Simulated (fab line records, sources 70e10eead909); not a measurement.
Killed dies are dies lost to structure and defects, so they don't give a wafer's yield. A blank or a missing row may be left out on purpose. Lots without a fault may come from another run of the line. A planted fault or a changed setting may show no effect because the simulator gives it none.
Chamber matching | flow nand_harc | NHARC_A_STAIRCASE_DEP_259 on pecvd-03: 3 sister chambers
The step deposits SiON, target thk 30 nm. 3 wafers are shown with their chamber, then 8 later ones without.

WAFERS WITH THEIR CHAMBER
wafer  | chamber | heater_power_w (W)
L667.6 | 2       | 672
L669.5 | 1       | 902
L670.1 | 0       | 814

WAFERS WITHOUT THEIR CHAMBER
wafer  | heater_power_w (W)
L670.4 | 792
L670.6 | 661
L681.2 | 661
L681.5 | 675
L681.6 | 804
L682.1 | 813
L682.3 | 711
L682.5 | 908

WHICH CHAMBER EACH WENT THROUGH
wafer  | from the rows above | in truth
L670.4 | 0                   | 0
L670.6 | 2                   | 2
L681.2 | 2                   | 2
L681.5 | 2                   | 2
L681.6 | 0                   | 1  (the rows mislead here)
L682.1 | 0                   | 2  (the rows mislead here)
L682.3 | 2                   | 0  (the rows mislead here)
L682.5 | 1                   | 1
Placed correctly: 5 of 8. Can't be placed from these rows: 0. Placed wrongly: 3.
How it was worked out, from the rows above alone: a wafer's distance from a chamber is the root of the sum, over the readings, of the square of ((its reading less the chamber's mean) divided by the reading's scatter). The wafer belongs to the nearest chamber; if the next one is less than 2 further off, it can't be placed. A chamber's mean is the mean of its shown wafers. The scatter: with one shown wafer a chamber, the root of the mean of the squares of how far each hidden wafer lies from its nearest shown one.
